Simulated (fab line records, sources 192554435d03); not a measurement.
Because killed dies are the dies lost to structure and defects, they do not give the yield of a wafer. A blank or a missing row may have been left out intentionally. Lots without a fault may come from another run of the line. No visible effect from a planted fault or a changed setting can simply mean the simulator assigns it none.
Which tool is to blame? || flow n5Finfet || at 1 step of a route of 1938, 11 lots with 33 wafers sampled

WHAT EACH GAUGE READ, for each wafer
N5_BEOL_M0_SAQP_OVL_MEAS_41.
{"lot": "L075", "measured": "day 6 00:01", "on": "overlay-01", "M0_CUT1_OVL (nm)": "1.8 1.2 1.1"}
{"lot": "L077", "measured": "day 6 11:04", "on": "overlay-01", "M0_CUT1_OVL (nm)": "-0.1 0.6 0.3"}
{"lot": "L079", "measured": "day 6 22:49", "on": "overlay-01", "M0_CUT1_OVL (nm)": "1.0 -0.4 0.6"}
{"lot": "L082", "measured": "day 7 14:07", "on": "overlay-01", "M0_CUT1_OVL (nm)": "-0.1 0.2 0.1"}
{"lot": "L084", "measured": "day 8 02:23", "on": "overlay-01", "M0_CUT1_OVL (nm)": "0.8 1.2 0.9"}
{"lot": "L086", "measured": "day 8 23:51", "on": "overlay-02", "M0_CUT1_OVL (nm)": "0.5 0.3 0.5"}
{"lot": "L087", "measured": "day 9 09:32", "on": "overlay-02", "M0_CUT1_OVL (nm)": "0.1 -0.6 -0.5"}
{"lot": "L090", "measured": "day 9 23:12", "on": "overlay-02", "M0_CUT1_OVL (nm)": "0.0 -0.1 0.6"}
{"lot": "L093", "measured": "day 10 14:30", "on": "overlay-01", "M0_CUT1_OVL (nm)": "-0.8 0.1 -0.3"}
{"lot": "L095", "measured": "day 10 21:34", "on": "overlay-02", "M0_CUT1_OVL (nm)": "0.4 -0.9 0.4"}
{"lot": "L097", "measured": "day 11 12:43", "on": "overlay-01", "M0_CUT1_OVL (nm)": "-0.5 0.3 -0.4"}

WHICH TOOL RAN EACH LOT (tool, then ch and the chambers of the sampled wafers, then the start)
There is no process step in the record ahead of these readings.

THE ANSWER, worked out from the rows above alone
Rule: what is usual is taken from the lots themselves. Put in order of their means at a reading, lots are off if they are a third of the lots or fewer, leave a main group of 4 or more, and stand apart from it by a gap of 3 or more times the standard deviation of the main group's means; of several such gaps the widest counts. A main group whose means are all the same, to the digits that the tables above print for the reading, isn't used. A lot without any number at a reading at which 4 lots or more have one is off too. Any other lot the step has rows for is counted as sound.
Nothing can be told from this: no lot is off at any reading shown.

WHAT THE SIMULATOR HAD PUT IN
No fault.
